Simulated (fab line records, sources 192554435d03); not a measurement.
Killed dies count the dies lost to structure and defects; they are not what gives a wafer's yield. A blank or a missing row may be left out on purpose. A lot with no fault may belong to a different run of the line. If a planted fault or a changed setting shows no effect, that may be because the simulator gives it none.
Chamber matching	flow n5 finfet	rie diel-05 running N5_HKMG_FIN_STRIP_93: 4 sister chambers
The step strips SOC in N2/H2, time 20 s. 20 wafers are shown with their chamber, then 10 later ones without.

== WAFERS WITH THEIR CHAMBER ==
wafer	chamber	throttle valve pct (%)	showerhead plenum p Torr (Torr)	oes product au (a.u.)
L076.2	1	19.52	3.22	0.75
L076.3	0	19.01	3.31	0.69
L076.5	3	19.66	3.34	0.73
L077.1	2	19.26	3.36	0.76
L077.4	2	19.26	3.36	0.76
L077.5	3	19.67	3.33	0.73
L080.1	2	19.27	3.36	0.75
L080.5	1	19.54	3.21	0.74
L080.6	0	19.01	3.30	0.69
L081.4	1	19.55	3.21	0.73
L081.5	2	19.28	3.36	0.74
L081.6	3	19.69	3.33	0.71
L082.2	3	19.69	3.33	0.72
L082.4	2	19.28	3.35	0.75
L082.5	1	19.56	3.21	0.73
L084.1	3	19.70	3.32	0.71
L084.2	2	19.29	3.35	0.75
L084.4	1	19.54	3.21	0.73
L090.2	1	19.59	3.20	0.71
L090.4	2	19.30	3.34	0.74

SIGNATURES, as means of the wafers listed above
reading	chamber 0	chamber 1	chamber 2	chamber 3	scatter within a chamber
throttle valve pct	19.0100	19.5500	19.2771	19.6820	0.0181
showerhead plenum p Torr	3.3050	3.2100	3.3543	3.3300	0.00717
oes product au	0.6900	0.7317	0.7500	0.7200	0.0103
Rule: a wafer's distance from a chamber is the root of the sum, over the readings, of the square of ((its reading less the chamber's mean) divided by the reading's scatter). If the next closest chamber is less than 2 further off than the closest, the wafer can't be placed; otherwise it belongs to the closest. The scatter: the root of (the sum of the squares of (reading less its chamber's mean) over the shown wafers, divided by (wafers less chambers)).

== WAFERS WHOSE CHAMBER IS MISSING ==
wafer	throttle valve pct (%)	showerhead plenum p Torr (Torr)	oes product au (a.u.)
L090.6	19.31	3.34	0.74
L092.2	18.63	3.30	0.94
L092.4	19.30	3.34	0.74
L092.6	19.58	3.20	0.72
L095.3	19.73	3.31	0.70
L095.4	19.60	3.20	0.71
L095.6	19.33	3.34	0.73
L096.2	19.32	3.34	0.72
L096.4	18.66	3.29	0.91
L096.6	19.74	3.31	0.69

== WHICH CHAMBER EACH ONE RAN IN ==
wafer	from the rows above	in truth
L090.6	2	2
L092.2	0	0
L092.4	2	2
L092.6	1	1
L095.3	3	3
L095.4	1	1
L095.6	2	2
L096.2	2	2
L096.4	0	0
L096.6	3	3
Correct placement for 10 of the 10. Number that these rows cannot place: 0. 0 placed wrongly.
